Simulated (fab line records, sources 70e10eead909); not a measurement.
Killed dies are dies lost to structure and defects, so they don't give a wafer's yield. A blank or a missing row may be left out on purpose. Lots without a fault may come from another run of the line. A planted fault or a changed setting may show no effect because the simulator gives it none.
fab line records | flow nand_harc
record lots=6 wafers=18 last_day=32
route steps=1302 shown A_DECK1_JOINT@533 A_ONON_D2@545 END@1302
lots that met no fault: from a run of the same line without faults
start_h: hours from the record's first day to the start of the lot's first wafer shown | wait_h: hours since the lot's step before | " the same as in the row above | L1.1+2: a row that stands for several wafers | - no value, or no start given | * or withheld: withheld | < > ~ a bound
route shown NAME@n: a module of which the file shows steps, and the number in the route of the first | usual: mean/standard deviation of fault-free wafers | same: alike in all rows | chamber/n: place in a boat | sites: the reading at each site | _std_site: their standard deviation | _edge_site: outer sites' mean less inner sites' | radius_mm: how far each site lies from the wafer's centre | mask NAME#n: copy n | behind: the tool/chamber that last shaped the wafer | hold: why the lot was held/for how many hours/how that ended | device: the transistor (n, p or np) that didn't switch | end of line: the same wafers' tests at the end of the route | a step without rows: its recipe alone | killed: dies lost to structure and defects at the first sort, not the wafer's yield | map: a wafer's dies, x killed, . not, _ none there
set.NAME: the setting as run; set.NAME@STEP: as run at that earlier step | model.NAME: the simulator's own value behind a step, which no gauge read
lots at some steps of the route; a table a step, a row a wafer
services: from which hour (start_h, from the record's first day; less than 0 if before it) a tool's chamber was out of use, for how many hours, and why
## steps
# step NHARC_A_DECK1_JOINT_CVD_34
# recipe target_thk_a=200 temp_c=700 pressure_mtorr=300 material=SiNx
# step NHARC_A_DECK1_JOINT_DEP_06
# recipe target_thk_a=800 temp_c=65 material=SiOx
# step NHARC_A_DECK1_JOINT_CURE_26
# recipe temp_c=150 time_s=32 pressure_atm=0.395
# step NHARC_A_DECK1_JOINT_ANNEAL_27
# recipe temp_c=400 time_s=3600 idle_temp_c=300 ramp_up_c_per_min=10 densification_p_h2o_torr=640
# step NHARC_A_DECK1_JOINT_ANNEAL_28
# recipe temp_c=500 time_s=1800 idle_temp_c=400 ramp_up_c_per_min=10 densification_p_h2o_torr=640
# step NHARC_A_DECK1_JOINT_ANNEAL_29
# recipe temp_c=750 time_s=1800 idle_temp_c=500 ramp_up_c_per_min=10 ramp_down_c_per_min=3
# step NHARC_A_DECK1_JOINT_CMP_02
# recipe material=SiOx
# usual edge_zone_pressure_frac=1.000/0.005 motor_current_A=12.5/1.1 pad_life_wafers=206/110 retaining_ring_pressure_frac=0.999/0.0047 slurry_filter_dp_kPa=13.51/0.13 slurry_flow_ml_min=150.0/0.46
# columns lot.wafer tool chamber start_h wait_h edge_zone_pressure_frac motor_current_A pad_life_wafers retaining_ring_pressure_frac slurry_filter_dp_kPa slurry_flow_ml_min
L404.4 cmp-03 1 273.81 0.4 1.004 13.1 36 1.000 13.40 149.7
L404.1 " 2 " " 0.998 13.7 37 1.000 13.35 149.6
L404.3 " 0 " " 0.996 12.0 39 0.990 13.55 150.3
L411.3 cmp-03 0 354.34 0.4 0.998 12.8 372 1.001 13.54 149.8
L411.1 " 1 " " 0.997 13.0 373 1.003 13.64 149.8
L411.6 " 0 " " 0.999 12.6 - 1.001 13.44 149.3
L412.2 cmp-02 2 360.61 0.4 0.994 13.9 102 1.001 13.39 149.5
L412.5 " 2 " " 0.996 13.8 - 0.995 13.64 149.5
L412.6 " 3 " " 1.006 13.0 - 1.010 13.49 149.9
L422.1 cmp-03 0 468.22 0.4 0.998 12.4 26 0.997 13.38 149.6
L422.4 " 1 " " 0.999 12.5 27 0.997 13.37 150.2
L422.5 " 2 " " 0.991 13.5 - 1.000 13.50 150.0
L425.1 cmp-03 1 480.64 0.4 0.990 12.6 60 0.999 13.60 149.5
L425.2 " 3 " " 1.009 11.7 62 1.002 13.63 149.2
L425.4 " 0 " " 1.003 12.2 63 0.994 13.56 150.4
L426.2 cmp-02 0 501.12 0.4 1.004 13.1 294 0.995 13.50 150.5
L426.6 " 0 " " 1.004 12.8 - 1.001 13.46 150.6
L426.5 " 1 " " 0.997 10.7 - 1.001 13.41 149.6
# step NHARC_A_DECK1_JOINT_SRD_15
# step NHARC_A_DECK1_JOINT_DEP_16
# recipe target_thk_a=450 temp_c=400 pressure_torr=6.5 rf_w=900 teos_flow_sccm=161.4 flow_sccm=2650 target_thk_nm=45 gas=O2 material=SiO2
# usual heater_power_w=571/89 throttle_valve_pct=15.6/0.51
# columns lot.wafer tool chamber start_h wait_h heater_power_w throttle_valve_pct
L404.1 pecvd-02 0 274.23 0.1 467 15.3
L404.3 " 1 " " 710 15.7
L404.4 " 2 " " 486 15.4
L411.3 pecvd-01 0 354.74 0.1 495 14.8
L411.1 " 2 " " 620 15.4
L411.6 " 0 " " 496 15.1
L412.2 pecvd-04 0 361.06 0.1 542 16.6
L412.6 " 2 " " 681 15.2
L412.5 " 0 " " 532 16.9
L422.1 pecvd-02 2 468.56 0.1 485 15.7
L422.4 " 0 " " 528 15.6
L422.5 " 1 " " 655 15.0
L425.1 pecvd-01 2 481.03 0.1 611 15.9
L425.2 " 0 " " 480 15.1
L425.4 " 0 " " 470 15.2
L426.2 pecvd-02 2 501.57 0.1 475 15.9
L426.6 " 1 " " 639 14.8
L426.5 " 2 " " 476 15.6
# step NHARC_A_DECK1_JOINT_THK_MEAS_17
# recipe thk_meas_gauge=ellipsometry
# usual thk_nm=44.8/1.3
# columns lot.wafer tool chamber start_h wait_h thk_nm
L404.1 film_metro-01 - 274.48 0.2 44.9
L404.3 " - " " 46.1
L404.4 " - " " 44.7
L411.1 film_metro-02 - 355.02 0.2 44.5
L411.3 " - " " 45.1
L411.6 " - " " 45.3
L412.2 film_metro-01 - 361.28 0.2 43.8
L412.5 " - " " 43.1
L412.6 " - " " 46.6
L422.1 film_metro-01 - 468.84 0.3 43.3
L422.4 " - " " 45.3
L422.5 " - " " 45.2
L425.1 film_metro-02 - 481.31 0.3 42.5
L425.2 " - " " 44.5
L425.4 " - " " 43.7
L426.2 film_metro-02 - 501.79 0.2 44.4
L426.5 " - " " 47.9
L426.6 " - " " 45.8
# step NHARC_A_DECK1_JOINT_INSPECT_05
# usual raw_defect_count=349/130
# columns lot.wafer tool chamber start_h wait_h raw_defect_count
L404.1 defect_inspect-01 - 274.51 0.0 351
L404.3 " - " " 204
L404.4 " - " " 332
L411.1 defect_inspect-01 - 355.05 0.0 452
L411.3 " - " " 531
L411.6 " - " " 409
L412.2 defect_inspect-01 - 361.32 0.0 290
L412.5 " - " " 336
L412.6 " - " " 305
L422.1 defect_inspect-01 - 468.88 0.0 228
L422.4 " - " " 181
L422.5 " - " " 248
L425.1 defect_inspect-01 - 481.34 0.0 292
L425.2 " - " " 266
L425.4 " - " " 431
L426.2 defect_inspect-01 - 501.83 0.0 178
L426.5 " - " " 259
L426.6 " - " " 172
# step NHARC_A_ONON_D2_DEP_00
# recipe target_thk_a=10000 n2_flow_sccm=2750 n2o_flow_sccm=2000 nh3_flow_sccm=500 sih4_flow_sccm=210 temp_c=400
# columns lot.wafer tool chamber start_h wait_h
L404.1+3+4 pecvd_onon-02 0 274.58 0.1
L411.1+3+6 pecvd_onon-04 0 355.12 0.1
L412.2+5+6 pecvd_onon-04 0 361.44 0.1
L422.1+4+5 pecvd_onon-04 0 468.94 0.1
L425.1+2+4 pecvd_onon-03 0 481.41 0.1
L426.2+5+6 pecvd_onon-02 0 501.95 0.1
# step NHARC_A_ONON_D2_THK_MEAS_02
# recipe thk_meas_gauge=ellipsometry
# usual thk_nm=1002/10
# columns lot.wafer tool chamber start_h wait_h thk_nm
L404.1 film_metro-02 - 275.09 - 1005
L404.3 " - " " 1005
L404.4 " - " " 1003
L411.1 film_metro-01 - 355.63 - 364
L411.3 " - " " 367
L411.6 " - " " 364
L412.2 film_metro-01 - 361.89 - 382
L412.5 " - " " 379
L412.6 " - " " 380
L422.1 film_metro-01 - 469.46 - 1000
L422.4 " - " " 1001
L422.5 " - " " 1001
L425.1 film_metro-01 - 481.92 - 991
L425.2 " - " " 990
L425.4 " - " " 993
L426.2 film_metro-01 - 502.41 - 1008
L426.5 " - " " 1007
L426.6 " - " " 1006
# step NHARC_A_ONON_D2_DEP_03
# recipe target_thk_a=10000 n2_flow_sccm=2750 n2o_flow_sccm=2000 nh3_flow_sccm=500 sih4_flow_sccm=210 temp_c=400
# step NHARC_END_SORT_01
# recipe temp_c=25
# usual killed_at_array=54/12 killed_at_other=0.7/1.1 killed_at_periphery=3.9/2.8 killed_dies=59/13 killed_open=3.4/2 killed_short=2.5/1.7
# same gross_dies=677
# columns lot.wafer tool chamber start_h wait_h killed_at_array killed_at_other killed_at_periphery killed_dies killed_open killed_short
L411.1 prober-02 0 638.72 2.5 675 0 2 677 5 2
L411.3 prober-02 0 640.33 3.1 674 0 3 677 1 4
L411.6 prober-02 0 642.75 4.0 673 0 4 677 4 2
L412.2 prober-01 0 652.68 2.8 669 5 3 677 2 3
L412.5 prober-01 0 655.05 3.7 671 0 6 677 6 5
L412.6 prober-01 0 655.84 4.0 671 3 3 677 3 2
# killed by level:class
L411.1 A_ONON_D2:area_dep=617 A_CHANNEL_HOLE_D1:chamber_film_flake=29 A_CHANNEL_HOLE_D2:chamber_film_flake=11 A_CONTACT:chamber_film_flake=4 A_ONON_D2:geometric_particle:open=2 A_CHANNEL_FILL_D1:chamber_film_flake=2 A_SLIT:chamber_film_flake=2 A_WL_FILL:chamber_film_flake=2
L411.3 A_ONON_D2:area_dep=613 A_CHANNEL_HOLE_D1:chamber_film_flake=26 A_CHANNEL_HOLE_D2:chamber_film_flake=16 A_STAIRCASE:chamber_film_flake=4 A_CONTACT:chamber_film_flake=4 A_SLIT:chamber_film_flake=2 A_WL_FILL:chamber_film_flake=2 A_SOURCE_PLATE:geometric_particle:short=1
L411.6 A_ONON_D2:area_dep=618 A_CHANNEL_HOLE_D1:chamber_film_flake=27 A_CHANNEL_HOLE_D2:chamber_film_flake=14 A_CONTACT:chamber_film_flake=5 A_STAIRCASE:chamber_film_flake=3 A_CHANNEL_FILL_D2:geometric_particle:short=2 P_BONDPAD:chamber_film_flake=2 A_SOURCE_PLATE:geometric_particle:open=1
L412.2 A_ONON_D2:area_dep=612 A_SLIT:chamber_film_flake=24 A_CHANNEL_HOLE_D2:chamber_film_flake=16 THIN_TSV:chamber_film_flake=5 A_CHANNEL_FILL_D2:chamber_film_flake=4 A_BONDPAD:chamber_film_flake=3 A_CHANNEL_HOLE_D1:chamber_film_flake=2 A_BLC:chamber_film_flake=2
L412.5 A_ONON_D2:area_dep=614 A_SLIT:chamber_film_flake=19 A_CHANNEL_HOLE_D2:chamber_film_flake=15 A_BONDPAD:chamber_film_flake=5 P_BONDPAD:chamber_film_flake=3 A_CHANNEL_HOLE_D1:chamber_film_flake=3 P_GATE:chamber_film_flake=2 A_BLC:geometric_particle:open=2
L412.6 A_ONON_D2:area_dep=619 A_SLIT:chamber_film_flake=25 A_CHANNEL_HOLE_D2:chamber_film_flake=14 A_CHANNEL_FILL_D2:chamber_film_flake=3 THIN_TSV:chamber_film_flake=3 A_CHANNEL_HOLE_D1:chamber_film_flake=2 A_BONDPAD:chamber_film_flake=2 P_GATE:geometric_particle:short=1
# map L411.1 (x killed, . not)
____________x____________
_________xxxxxxx_________
_______xxxxxxxxxxx_______
______xxxxxxxxxxxxx______
_____xxxxxxxxxxxxxxx_____
____xxxxxxxxxxxxxxxxx____
____xxxxxxxxxxxxxxxxx____
___xxxxxxxxxxxxxxxxxxx___
___xxxxxxxxxxxxxxxxxxx___
__xxxxxxxxxxxxxxxxxxxxx__
__xxxxxxxxxxxxxxxxxxxxx__
_xxxxxxxxxxxxxxxxxxxxxxx_
_xxxxxxxxxxxxxxxxxxxxxxx_
_xxxxxxxxxxxxxxxxxxxxxxx_
_xxxxxxxxxxxxxxxxxxxxxxx_
_xxxxxxxxxxxxxxxxxxxxxxx_
xxxxxxxxxxxxxxxxxxxxxxxxx
xxxxxxxxxxxxxxxxxxxxxxxxx
xxxxxxxxxxxxxxxxxxxxxxxxx
xxxxxxxxxxxxxxxxxxxxxxxxx
xxxxxxxxxxxxxxxxxxxxxxxxx
_xxxxxxxxxxxxxxxxxxxxxxx_
_xxxxxxxxxxxxxxxxxxxxxxx_
_xxxxxxxxxxxxxxxxxxxxxxx_
_xxxxxxxxxxxxxxxxxxxxxxx_
_xxxxxxxxxxxxxxxxxxxxxxx_
__xxxxxxxxxxxxxxxxxxxxx__
__xxxxxxxxxxxxxxxxxxxxx__
___xxxxxxxxxxxxxxxxxxx___
___xxxxxxxxxxxxxxxxxxx___
____xxxxxxxxxxxxxxxxx____
____xxxxxxxxxxxxxxxxx____
_____xxxxxxxxxxxxxxx_____
______xxxxxxxxxxxxx______
_______xxxxxxxxxxx_______
_________xxxxxxx_________
____________x____________
# map L412.2 (x killed, . not)
____________x____________
_________xxxxxxx_________
_______xxxxxxxxxxx_______
______xxxxxxxxxxxxx______
_____xxxxxxxxxxxxxxx_____
____xxxxxxxxxxxxxxxxx____
____xxxxxxxxxxxxxxxxx____
___xxxxxxxxxxxxxxxxxxx___
___xxxxxxxxxxxxxxxxxxx___
__xxxxxxxxxxxxxxxxxxxxx__
__xxxxxxxxxxxxxxxxxxxxx__
_xxxxxxxxxxxxxxxxxxxxxxx_
_xxxxxxxxxxxxxxxxxxxxxxx_
_xxxxxxxxxxxxxxxxxxxxxxx_
_xxxxxxxxxxxxxxxxxxxxxxx_
_xxxxxxxxxxxxxxxxxxxxxxx_
xxxxxxxxxxxxxxxxxxxxxxxxx
xxxxxxxxxxxxxxxxxxxxxxxxx
xxxxxxxxxxxxxxxxxxxxxxxxx
xxxxxxxxxxxxxxxxxxxxxxxxx
xxxxxxxxxxxxxxxxxxxxxxxxx
_xxxxxxxxxxxxxxxxxxxxxxx_
_xxxxxxxxxxxxxxxxxxxxxxx_
_xxxxxxxxxxxxxxxxxxxxxxx_
_xxxxxxxxxxxxxxxxxxxxxxx_
_xxxxxxxxxxxxxxxxxxxxxxx_
__xxxxxxxxxxxxxxxxxxxxx__
__xxxxxxxxxxxxxxxxxxxxx__
___xxxxxxxxxxxxxxxxxxx___
___xxxxxxxxxxxxxxxxxxx___
____xxxxxxxxxxxxxxxxx____
____xxxxxxxxxxxxxxxxx____
_____xxxxxxxxxxxxxxx_____
______xxxxxxxxxxxxx______
_______xxxxxxxxxxx_______
_________xxxxxxx_________
____________x____________
## services
# columns tool chamber start_h hours kind
pecvd_onon-03 - 252.67 1.8 repair
cmp-03 - 260.79 4.0 pm
pecvd-04 - 269.12 13.0 pm
pecvd-01 1 287.19 4.1 repair
pecvd-01 2 289.87 2.5 repair
cmp-03 - 289.87 1.7 repair
cmp-03 - 309.50 0.2 repair
pecvd_onon-04 - 311.03 13.0 pm
pecvd-01 - 311.07 13.0 pm
cmp-02 - 330.53 4.0 pm
cmp-02 - 358.43 0.3 repair
cmp-03 - 358.79 4.0 pm
pecvd_onon-02 - 366.34 13.0 pm
pecvd-02 1 373.11 2.2 repair
pecvd_onon-03 - 408.00 13.0 pm
pecvd-02 - 408.16 13.0 pm
cmp-03 - 416.31 0.4 repair
cmp-02 - 428.53 4.0 pm
cmp-02 - 441.49 1.1 repair
cmp-03 - 453.20 1.0 repair
cmp-03 - 456.87 4.0 pm
cmp-03 - 461.60 3.0 repair
pecvd_onon-04 - 492.03 13.0 pm
pecvd-01 - 492.07 13.0 pm
## key
first_sign step=NHARC_A_ONON_D2_THK_MEAS_02 reading=thk_nm direction=down sigmas=63 usual=1002 struck=373
effect step=NHARC_END_SORT_01 reading=killed_at_array direction=up sigmas=50 usual=54 struck=672
more_kills_born_at NHARC_A_ONON_D2_DEP_00@pecvd_onon-04=3693
met_at NHARC_A_ONON_D2_DEP_00
struck_wafers L411.1,L411.3,L411.6,L412.2,L412.5,L412.6
later_rows_left_out L411.1,L411.3,L411.6,L412.2,L412.5,L412.6
tester_left_out L411,L412
fault kind=process_parameter_drift tool=pecvd_onon-04 chamber=- onset_h=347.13 steps=NHARC_A_ONON_D2_DEP_00 channel=target_thk_a offset=* shape=step end_h=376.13 acts_in=* stated=*
# tester_left_out: of these lots the tester's yield and bins aren't shown, on N5 and GAA mostly nor the transistor test; their killed dies are dies lost to structure and defects alone, not to doping, threshold or leakage, so they don't give the yield
# later_rows_left_out: the simulator's readings of these wafers behind a module that went badly wrong aren't trusted and aren't shown, but for the sort
